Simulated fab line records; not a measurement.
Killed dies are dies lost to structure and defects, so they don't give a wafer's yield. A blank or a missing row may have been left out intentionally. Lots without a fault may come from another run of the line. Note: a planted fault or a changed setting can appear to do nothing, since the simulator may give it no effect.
Matching of chambers ; flow nandHarc ; NHARC_A_BONDPAD_ETCH_12 on rieDiel-10 has 4 sister chambers
The step etches the open film in CHF3/O2, target depth 220 nm, time 110 s. 14 wafers are shown with their chamber, then 7 later ones without.

WAFERS WITH THEIR CHAMBER
wafer;chamber;showerheadPlenumPTorr (Torr);rfVppV (V);runLengthS (s)
L669.1;2;2.26;368.7;131.3
L669.5;3;2.28;369.2;131.8
L669.6;2;2.26;366.6;131.8
L677.4;0;2.53;373.2;130.9
L677.5;0;2.53;373.3;130.8
L677.6;1;2.45;372.7;130.8
L682.3;1;2.45;374.0;130.7
L682.4;0;2.52;373.0;130.7
L682.5;1;2.45;372.5;131.1
L690.1;0;2.52;373.3;131.2
L690.2;2;2.25;368.0;131.6
L690.4;1;2.45;373.1;131.2
L689.4;2;2.25;367.8;131.1
L689.5;2;2.25;367.8;131.3

SIGNATURES, as means of the wafers listed above
reading;chamber 0;chamber 1;chamber 2;chamber 3;scatter within a chamber
showerheadPlenumPTorr;2.5250;2.4500;2.2540;2.2800;0.00469
rfVppV;373.200;373.075;367.780;369.200;0.606
runLengthS;130.900;130.950;131.420;131.800;0.249
Rule: a wafer's distance from a chamber is the root of the sum, over the readings, of the square of ((its reading less the chamber's mean) divided by the reading's scatter). If the next closest chamber is less than 2 further off than the closest, the wafer can't be placed; otherwise it belongs to the closest. How the scatter is found: for the shown wafers, subtract from each reading the mean of its chamber, square and add these, divide the total by (wafers less chambers), then take the root.

WAFERS WHOSE CHAMBER IS MISSING
wafer;showerheadPlenumPTorr (Torr);rfVppV (V);runLengthS (s)
L689.6;2.45;371.7;131.0
L691.3;2.52;373.0;130.7
L691.4;2.27;367.6;131.2
L691.5;2.27;366.2;131.4
L692.4;2.25;366.6;131.3
L692.5;2.25;366.1;131.3
L692.6;2.27;366.7;131.2

WHICH CHAMBER EACH ONE RAN IN
wafer;from the rows above;in truth
L689.6;1;1
L691.3;0;0
L691.4;can't be placed: 2 or 3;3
L691.5;can't be placed: 2 or 3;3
L692.4;2;2
L692.5;2;2
L692.6;can't be placed: 2 or 3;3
4 of 7 placed correctly. From these rows, 3 cannot be placed; in 3 the true chamber is one of the candidates. Placed wrongly: 0.
